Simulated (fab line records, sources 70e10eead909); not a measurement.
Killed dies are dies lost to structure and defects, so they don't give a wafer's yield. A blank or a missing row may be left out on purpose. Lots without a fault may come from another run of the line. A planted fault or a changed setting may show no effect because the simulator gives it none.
fab line records | flow nand_harc
record lots=12 wafers=35 last_day=33
route steps=1302 shown A_CHANNEL_HOLE_D1@468 A_CHANNEL_FILL_D1@494 END@1302
lots that met no fault: from a run of the same line without faults
start_h: hours from the record's first day to the start of the lot's first wafer shown | wait_h: hours since the lot's step before | " the same as in the row above | L1.1+2: a row that stands for several wafers | - no value, or no start given | * or withheld: withheld | < > ~ a bound
route shown NAME@n: a module of which the file shows steps, and the number in the route of the first | usual: mean/standard deviation of fault-free wafers | same: alike in all rows | chamber/n: place in a boat | sites: the reading at each site | _std_site: their standard deviation | _edge_site: outer sites' mean less inner sites' | radius_mm: how far each site lies from the wafer's centre | mask NAME#n: copy n | behind: the tool/chamber that last shaped the wafer | hold: why the lot was held/for how many hours/how that ended | device: the transistor (n, p or np) that didn't switch | end of line: the same wafers' tests at the end of the route | a step without rows: its recipe alone | killed: dies lost to structure and defects at the first sort, not the wafer's yield | map: a wafer's dies, x killed, . not, _ none there
set.NAME: the setting as run; set.NAME@STEP: as run at that earlier step | model.NAME: the simulator's own value behind a step, which no gauge read
steps of the route over a sample of lots; a table a step, a row a wafer
services: from which hour (start_h, from the record's first day; less than 0 if before it) a tool's chamber was out of use, for how many hours, and why
## steps
# step NHARC_A_CHANNEL_HOLE_D1_ETCH_34
# recipe target_depth_a=1540 time_s=77 cf4_flow_sccm=100 chf3_flow_sccm=30 ar_flow_sccm=0 rf_w=500 bias_w=200 chemistry=CF4/CHF3
# usual drypump_motor_current_A=5.8/0.53 oes_product_au=0.945/0.024 rf_vpp_V=369.8/1.8 showerhead_plenum_p_Torr=1.55/0.051 throttle_valve_pct=16.803/0.0087
# columns lot.wafer tool chamber start_h wait_h drypump_motor_current_A oes_product_au rf_hours_counter_h rf_vpp_V showerhead_plenum_p_Torr throttle_valve_pct
L423.3 rie_diel-07 1 - - 6.4 0.936 9 371.6 1.60 16.808
L423.2 " 2 " " 6.3 0.910 9 369.3 1.54 16.788
L423.6 " 2 " " 6.3 0.911 - 368.7 1.54 16.805
L426.3 rie_diel-07 2 - - 6.3 0.911 11 370.3 1.54 16.797
L426.1 " 3 " " 5.2 0.949 10 369.7 1.54 16.815
L426.6 " 2 " " 6.3 0.912 - 371.5 1.54 16.809
L425.3 rie_diel-03 0 - - 5.4 0.913 43 368.6 1.52 16.812
L425.5 " 1 " " 4.7 0.928 - 366.7 1.48 16.805
L425.6 " 2 " " 5.8 0.909 - 371.7 1.60 16.809
L427.1 rie_diel-07 3 - - 5.2 0.978 11 369.4 1.54 16.810
L427.3 " 0 " " 5.5 0.949 8 368.6 1.49 16.784
L427.5 " 3 " " 5.1 0.983 - 369.7 1.54 16.817
L428.1 rie_diel-07 0 - - 5.4 0.960 8 368.7 1.49 16.800
L428.2 " 2 " " 6.4 0.915 14 371.1 1.54 16.815
L428.5 " 0 " " 5.5 0.956 - 367.0 1.49 16.806
L433.4 rie_diel-07 0 - - 5.4 0.962 2 367.7 1.49 16.803
L433.5 " 2 " " 6.3 0.964 - 368.8 1.54 16.797
L433.6 " 3 " " 5.2 0.978 - 369.9 1.54 16.814
L437.1 rie_diel-07 0 - - 5.4 0.970 6 368.0 1.49 16.809
L437.5 " 3 " " 5.2 0.965 - 368.0 1.54 16.797
L438.3 rie_diel-11 2 - - 5.3 0.936 34 369.6 1.53 16.812
L438.2 " 0 " " 5.9 0.935 30 373.4 1.68 16.800
L438.5 " 2 " " 5.3 0.945 - 369.4 1.53 16.798
L439.1 rie_diel-07 1 - - 6.4 0.908 8 371.8 1.60 16.800
L439.3 " 0 " " 5.4 0.939 7 368.3 1.49 16.803
L439.6 " 1 " " 6.4 0.922 - 371.9 1.60 16.805
L440.4 rie_diel-07 2 - - 6.3 0.917 8 368.7 1.54 16.802
L440.1 " 0 " " 5.4 0.936 8 367.8 1.49 16.806
L440.5 " 2 " " 6.4 0.926 - 370.3 1.54 16.803
L441.1 rie_diel-07 1 397.49 0.4 6.3 0.918 10 370.6 1.60 16.811
L441.4 " 2 " " 6.4 0.912 - 369.2 1.53 16.796
L441.3 " 1 " " 6.4 0.923 - 369.1 1.60 16.797
L442.2 rie_diel-07 0 - - 5.4 0.963 9 369.5 1.49 16.820
L442.4 " 1 " " 6.3 0.964 12 371.6 1.60 16.804
L442.5 " 1 " " 6.4 0.978 - 371.2 1.60 16.795
# step NHARC_A_CHANNEL_HOLE_D1_ETCH_24
# recipe bias_v=5000 source_w=withheld pressure_mtorr=20 time_s=906.2 ar_flow_sccm=375 c4f8_flow_sccm=93.8 o2_flow_sccm=31.2 temp_c=-20 target_depth_a=15000 chemistry=C4F8/O2/Ar
# usual drypump_motor_current_A=5.4/0.61 showerhead_plenum_p_Torr=3.68/0.065 throttle_valve_pct=32.236/0.0089
# columns lot.wafer tool chamber start_h wait_h drypump_motor_current_A rf_hours_counter_h showerhead_plenum_p_Torr throttle_valve_pct
L423.2 har_etch-01 1 226.36 0.6 5.5 113 3.71 32.221
L423.3 " 0 " " 4.7 - 3.71 32.247
L423.6 " 0 " " 4.8 - 3.71 32.225
L426.1 har_etch-02 0 248.60 0.6 6.4 331 3.60 32.229
L426.3 " 1 " " 5.2 - 3.74 32.233
L426.6 " 1 " " 5.2 - 3.74 32.225
L425.3 har_etch-01 0 250.55 0.6 4.7 - 3.71 32.235
L425.5 " 0 " " 4.7 - 3.71 32.233
L425.6 " 1 " " 5.4 - 3.71 32.235
L427.1 har_etch-02 0 276.83 1.1 6.4 348 3.59 32.246
L427.3 " 0 " " 6.4 - 3.59 32.236
L427.5 " 0 " " 6.4 - 3.59 32.235
L428.1 har_etch-01 0 280.11 0.6 4.7 144 3.70 32.224
L428.2 " 1 " " 5.5 144 3.70 32.225
L428.5 " 1 " " 5.5 - 3.70 32.226
L433.4 har_etch-02 0 327.04 0.6 6.3 - 3.58 32.237
L433.5 " 0 " " 6.4 - 3.58 32.230
L433.6 " 1 " " 5.2 - 3.73 32.245
L437.1 har_etch-02 0 366.87 0.6 6.4 407 3.56 32.229
L437.5 " 1 " " 5.2 - 3.71 32.254
L438.2 har_etch-01 0 368.41 0.6 4.7 201 3.66 32.234
L438.3 " 1 " " 5.4 - 3.66 32.246
L438.5 " 1 " " 5.5 - 3.66 32.230
L439.1 har_etch-01 0 384.38 0.6 4.7 208 3.66 32.231
L439.3 " 1 " " 5.4 - 3.66 32.232
L439.6 " 1 " " 5.4 - 3.66 32.243
L440.1 har_etch-01 0 396.87 0.6 4.7 220 3.65 32.234
L440.4 " 0 " " 4.7 - 3.65 32.230
L440.5 " 1 " " 5.5 - 3.65 32.253
L441.1 har_etch-02 0 401.67 0.6 6.3 6 3.92 32.225
L441.3 " 1 " " 5.2 - 3.71 32.222
L441.4 " 0 " " 6.3 - 3.92 32.237
L442.2 har_etch-01 1 419.20 0.6 5.4 231 3.65 32.238
L442.4 " 1 " " 5.4 - 3.65 32.228
L442.5 " 1 " " 5.4 - 3.65 32.234
# step NHARC_A_CHANNEL_HOLE_D1_ETCH_44
# recipe target_depth_a=1400 overetch_a=140 time_s=77 ion_energy_ev=100 cf4_flow_sccm=80 o2_flow_sccm=20 ar_flow_sccm=0 rf_w=300 bias_w=100 chemistry=CF4/O2
# usual drypump_motor_current_A=5.9/0.52 oes_product_au=1.000/0.011 rf_vpp_V=197.3/1.3 showerhead_plenum_p_Torr=1.31/0.04 throttle_valve_pct=13.398/0.0092
# columns lot.wafer tool chamber start_h wait_h drypump_motor_current_A oes_product_au rf_hours_counter_h rf_vpp_V showerhead_plenum_p_Torr throttle_valve_pct
L423.3 rie_diel-03 1 228.84 0.1 4.7 0.987 40 194.6 1.25 13.384
L423.2 " 2 " " 5.9 0.972 35 196.9 1.36 13.396
L423.6 " 0 " " 5.4 0.990 - 197.1 1.29 13.390
L426.1 rie_diel-07 0 251.08 0.0 5.4 0.994 7 196.0 1.26 13.397
L426.3 " 1 " " 6.4 1.010 12 199.4 1.36 13.386
L426.6 " 0 " " 5.4 0.995 - 196.6 1.26 13.386
L425.3 rie_diel-07 1 252.90 0.1 6.3 1.000 12 197.4 1.36 13.406
L425.6 " 1 " " 6.4 0.999 - 198.2 1.36 13.392
L425.5 " 2 " " 6.3 0.993 - 196.5 1.30 13.391
L427.3 rie_diel-07 2 281.47 0.1 6.3 0.974 15 197.1 1.30 13.389
L427.1 " 3 " " 5.2 1.017 13 197.3 1.30 13.407
L427.5 " 2 " " 6.3 0.981 - 196.0 1.30 13.393
L428.1 rie_diel-07 3 282.74 0.1 5.2 1.009 14 197.7 1.30 13.396
L428.2 " 2 " " 6.3 0.980 16 197.1 1.30 13.393
L428.5 " 3 " " 5.1 1.014 - 197.8 1.30 13.383
L433.4 rie_diel-07 3 329.42 0.1 5.2 0.995 2 195.9 1.30 13.412
L433.6 " 1 " " 6.4 1.003 - 199.0 1.36 13.390
L433.5 " 2 " " 6.3 0.989 - 198.2 1.30 13.400
L437.1 rie_diel-07 3 369.47 0.1 5.2 1.003 6 195.7 1.30 13.393
L437.5 " 2 " " 6.3 0.993 - 197.0 1.30 13.413
L438.3 rie_diel-11 3 371.03 0.1 6.2 1.009 34 200.9 1.44 13.400
L438.2 " 0 " " 6.0 1.009 33 199.7 1.43 13.395
L438.5 " 2 " " 5.3 1.022 - 196.3 1.29 13.411
L439.1 rie_diel-07 2 386.99 0.1 6.3 0.996 8 196.6 1.30 13.394
L439.3 " 0 " " 5.5 1.008 7 195.6 1.26 13.391
L439.6 " 2 " " 6.3 0.997 - 197.4 1.30 13.399
L440.4 rie_diel-07 1 399.47 0.1 6.4 0.993 11 198.9 1.36 13.410
L440.1 " 0 " " 5.4 0.999 8 194.6 1.26 13.387
L440.5 " 2 " " 6.3 0.996 - 196.1 1.30 13.399
L441.1 rie_diel-07 2 404.16 0.1 6.3 0.994 11 198.4 1.30 13.392
L441.3 " 0 " " 5.4 0.999 8 196.1 1.26 13.385
L441.4 " 0 " " 5.4 0.995 - 196.5 1.26 13.395
L442.2 rie_diel-07 3 421.67 0.1 5.2 1.008 10 196.8 1.30 13.382
L442.4 " 2 " " 6.3 0.992 12 197.0 1.30 13.375
L442.5 " 3 " " 5.2 1.006 - 196.5 1.30 13.395
# step NHARC_A_CHANNEL_FILL_D1_ALD_14
# recipe target_thk_a=25 pulse_time_s=10 ald_cycles=25 temp_c=300 material=SiO2
# usual ald_cycles=25/0 heater_power_w=451/40 precursor_pulse_height_rel=0.999/0.019
# columns lot.wafer tool chamber start_h wait_h ald_cycles heater_power_w precursor_pulse_height_rel
L423.3 ald_hk-01 0 237.47 0.4 25 501 0.979
L423.2 " 2 " " 25 424 0.998
L423.6 " 0 " " 25 498 0.996
L426.3 ald_hk-01 3 259.27 0.0 25 410 0.994
L426.1 " 2 " " 25 418 0.993
L426.6 " 3 " " 25 416 0.999
L425.3 ald_hk-01 2 259.61 0.4 25 413 0.992
L425.5 " 3 " " 25 408 0.966
L425.6 " 0 " " 25 525 1.019
L427.1 ald_hk-04 1 290.82 0.1 25 393 1.021
L427.3 " 2 " " 25 465 1.014
L427.5 " 0 " " 25 513 1.009
L428.2 ald_hk-04 2 291.04 0.3 25 444 1.005
L428.1 " 0 " " 25 515 1.015
L428.5 " 1 " " 25 404 1.035
L433.4 ald_hk-03 3 337.74 0.1 25 418 1.001
L433.5 " 1 " " 25 514 0.983
L433.6 " 2 " " 25 468 0.996
L437.1 ald_hk-04 2 378.83 1.2 39 457 0.977
L437.5 " 3 " " 39 442 0.959
L438.2 ald_hk-04 3 379.02 1.4 25 432 0.985
L438.3 " 0 " " 25 504 1.008
L438.5 " 2 " " 39 449 1.029
L439.3 ald_hk-01 1 395.15 0.0 25 440 1.016
L439.1 " 0 " " 25 521 0.995
L439.6 " 2 " " 25 433 1.016
L440.4 ald_hk-03 1 407.99 0.1 25 494 0.984
L440.1 " 2 " " 25 457 1.008
L440.5 " 3 " " 25 404 1.007
L441.1 ald_hk-03 2 412.51 0.1 25 442 1.035
L441.4 " 3 " " 25 397 0.975
L441.3 " 0 " " 25 442 1.011
L442.2 ald_hk-01 0 429.96 0.1 25 507 0.983
L442.4 " 1 " " 25 426 1.003
L442.5 " 3 " " 25 433 1.017
# step NHARC_END_SORT_01
# recipe temp_c=25
# usual killed_at_array=55/20 killed_at_other=0.7/0.96 killed_at_periphery=4.1/2.4 killed_dies=60/20 killed_open=3.3/1.9 killed_short=2.8/1.6
# same gross_dies=677
# columns lot.wafer tool chamber start_h wait_h killed_at_array killed_at_other killed_at_periphery killed_dies killed_open killed_short
L426.1 prober-02 0 621.20 2.5 66 2 5 73 4 4
L426.3 prober-02 0 622.79 3.1 63 0 4 67 5 1
L426.6 prober-02 0 625.18 4.0 52 0 3 55 2 3
L425.3 prober-01 0 622.71 3.0 56 0 4 60 2 4
L425.5 prober-01 0 624.26 3.6 72 3 8 83 2 1
L425.6 prober-01 0 625.04 3.9 73 0 1 74 2 2
L437.1 prober-01 0 748.13 2.5 93 0 1 94 3 3
L437.5 prober-01 0 751.34 3.7 83 0 0 83 1 0
L440.1 prober-02 0 782.76 2.5 45 0 5 50 6 2
L440.4 prober-02 0 785.17 3.4 47 0 2 49 3 3
L440.5 prober-02 0 785.98 3.7 44 0 2 46 2 3
# killed by level:class
L426.1 A_CHANNEL_HOLE_D1:chamber_film_flake=27 A_CHANNEL_HOLE_D2:chamber_film_flake=14 A_SGD_CUT:chamber_film_flake=8 A_STAIRCASE:chamber_film_flake=4 A_CONTACT:chamber_film_flake=4 P_CONTACT:geometric_particle:open=2 A_ONON_D1:geometric_particle:short=2 A_DECK1_JOINT:chamber_film_flake=2
L425.3 A_CHANNEL_HOLE_D2:chamber_film_flake=25 A_SLIT:chamber_film_flake=21 A_CHANNEL_FILL_D1:geometric_particle:short=2 A_WL_FILL:geometric_particle:short=2 P_ZERO_WELL:chamber_film_flake=2 A_CHANNEL_HOLE_D1:chamber_film_flake=2 P_M0:geometric_particle:open=1 A_WL_FILL:geometric_particle:open=1
L426.3 A_CHANNEL_HOLE_D1:chamber_film_flake=33 A_CHANNEL_HOLE_D2:chamber_film_flake=13 A_STAIRCASE:chamber_film_flake=4 A_CONTACT:chamber_film_flake=4 A_SGD_CUT:chamber_film_flake=3 A_BLC:geometric_particle:open=2 P_GATE:chamber_film_flake=2 P_BONDPAD:chamber_film_flake=2
L425.5 A_CHANNEL_HOLE_D2:chamber_film_flake=36 A_SLIT:chamber_film_flake=24 P_ZERO_WELL:chamber_film_flake=5 A_DECK1_JOINT:chamber_film_flake=4 THIN_TSV:chamber_film_flake=3 A_STAIRCASE:chamber_film_flake=2 A_WL_FILL:chamber_film_flake=2 P_CONTACT:geometric_particle:open=1
L425.6 A_CHANNEL_HOLE_D2:chamber_film_flake=30 A_SLIT:chamber_film_flake=26 A_DECK1_JOINT:chamber_film_flake=4 A_CHANNEL_HOLE_D1:chamber_film_flake=3 A_STAIRCASE:chamber_film_flake=3 A_SOURCE_PLATE:geometric_particle:open=1 A_ONON_D2:geometric_particle:short=1 A_CHANNEL_FILL_D2:geometric_particle:open=1
L426.6 A_CHANNEL_HOLE_D1:chamber_film_flake=32 A_CHANNEL_HOLE_D2:chamber_film_flake=6 A_ZERO_WELL:chamber_film_flake=2 A_STAIRCASE:chamber_film_flake=2 A_SGD_CUT:chamber_film_flake=2 A_CONTACT:chamber_film_flake=2 A_CHANNEL_FILL_D1:geometric_particle:short=1 A_DECK1_JOINT:geometric_particle:short=1
L437.1 A_SLIT:chamber_film_flake=30 A_CHANNEL_HOLE_D1:chamber_film_flake=27 A_CHANNEL_HOLE_D2:chamber_film_flake=21 A_CONTACT:chamber_film_flake=5 A_M0:geometric_particle:short=2 A_STAIRCASE:chamber_film_flake=2 A_CHANNEL_FILL_D1:geometric_particle:open=1 A_CHANNEL_HOLE_D2:geometric_particle:short=1
L437.5 A_CHANNEL_HOLE_D1:chamber_film_flake=30 A_SLIT:chamber_film_flake=25 A_CHANNEL_HOLE_D2:chamber_film_flake=23 A_CONTACT:chamber_film_flake=3 A_SGD_CUT:geometric_particle:open=1 A_STAIRCASE:chamber_film_flake=1
L440.1 A_CHANNEL_HOLE_D1:chamber_film_flake=19 A_CONTACT:chamber_film_flake=9 A_SLIT:chamber_film_flake=6 P_ZERO_WELL:chamber_film_flake=4 A_WL_FILL:geometric_particle:open=2 A_CHANNEL_FILL_D2:chamber_film_flake=2 A_STAIRCASE:chamber_film_flake=2 P_CONTACT:geometric_particle:open=1
L440.4 A_CHANNEL_HOLE_D1:chamber_film_flake=16 A_SLIT:chamber_film_flake=10 A_CHANNEL_FILL_D2:chamber_film_flake=7 A_STAIRCASE:chamber_film_flake=3 A_CONTACT:chamber_film_flake=3 P_M0:geometric_particle:open=1 A_CHANNEL_FILL_D1:geometric_particle:short=1 A_ONON_D2:geometric_particle:open=1
L440.5 A_CHANNEL_HOLE_D1:chamber_film_flake=15 A_SLIT:chamber_film_flake=14 A_CONTACT:chamber_film_flake=6 A_CHANNEL_FILL_D1:geometric_particle:short=2 P_ZERO_WELL:chamber_film_flake=2 A_CHANNEL_FILL_D2:chamber_film_flake=2 A_STAIRCASE:chamber_film_flake=2 A_ONON_D2:geometric_particle:short=1
## services
# columns tool chamber start_h hours kind
rie_diel-03 - 207.70 0.6 repair
rie_diel-07 - 211.41 0.9 repair
ald_hk-03 - 212.69 10.0 pm
har_etch-01 - 240.63 3.7 repair
ald_hk-01 - 251.76 0.4 repair
ald_hk-04 - 254.95 10.0 pm
rie_diel-11 - 255.59 9.0 pm
rie_diel-07 1 257.86 26.7 repair
rie_diel-11 3 270.66 5.1 repair
rie_diel-03 - 281.48 9.0 pm
rie_diel-07 - 295.23 9.0 pm
rie_diel-03 0 296.72 7.0 repair
ald_hk-01 - 303.25 10.0 pm
rie_diel-03 - 310.48 0.7 repair
har_etch-02 - 320.03 0.0 repair
rie_diel-11 0 335.93 9.7 repair
ald_hk-01 - 361.96 0.6 repair
har_etch-02 - 378.25 17.0 pm
ald_hk-03 - 390.69 10.0 pm
rie_diel-07 0 393.05 6.1 repair
rie_diel-07 3 394.05 3.6 repair
rie_diel-07 3 403.06 3.0 repair
rie_diel-07 - 409.96 0.6 repair
har_etch-01 - 427.78 1.1 repair
## key
first_sign step=NHARC_A_CHANNEL_FILL_D1_ALD_14 reading=ald_cycles direction=up sigmas=99+ usual=25 struck=39
effect none on later readings
met_at NHARC_A_CHANNEL_FILL_D1_ALD_14
struck_lots L437,L438
struck_wafers L437.1,L437.5,L438.5
tester_left_out L437,L438
not_acting_at NHARC_A_CHANNEL_HOLE_D1_ETCH_34,NHARC_A_CHANNEL_HOLE_D1_ETCH_24,NHARC_A_CHANNEL_HOLE_D1_ETCH_44
onset_between 291.04 378.83
fault kind=process_parameter_drift tool=ald_hk-04 chamber=- onset_h=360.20 steps=NHARC_A_CHANNEL_FILL_D1_ALD_14 channel=ald_cycles offset=14 shape=step end_h=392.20 scope=struck_wafers_only acts_in=these_recipes_only stated=25
# tester_left_out: of these lots the tester's yield and bins aren't shown, on N5 and GAA mostly nor the transistor test; their killed dies are dies lost to structure and defects alone, not to doping, threshold or leakage, so they don't give the yield
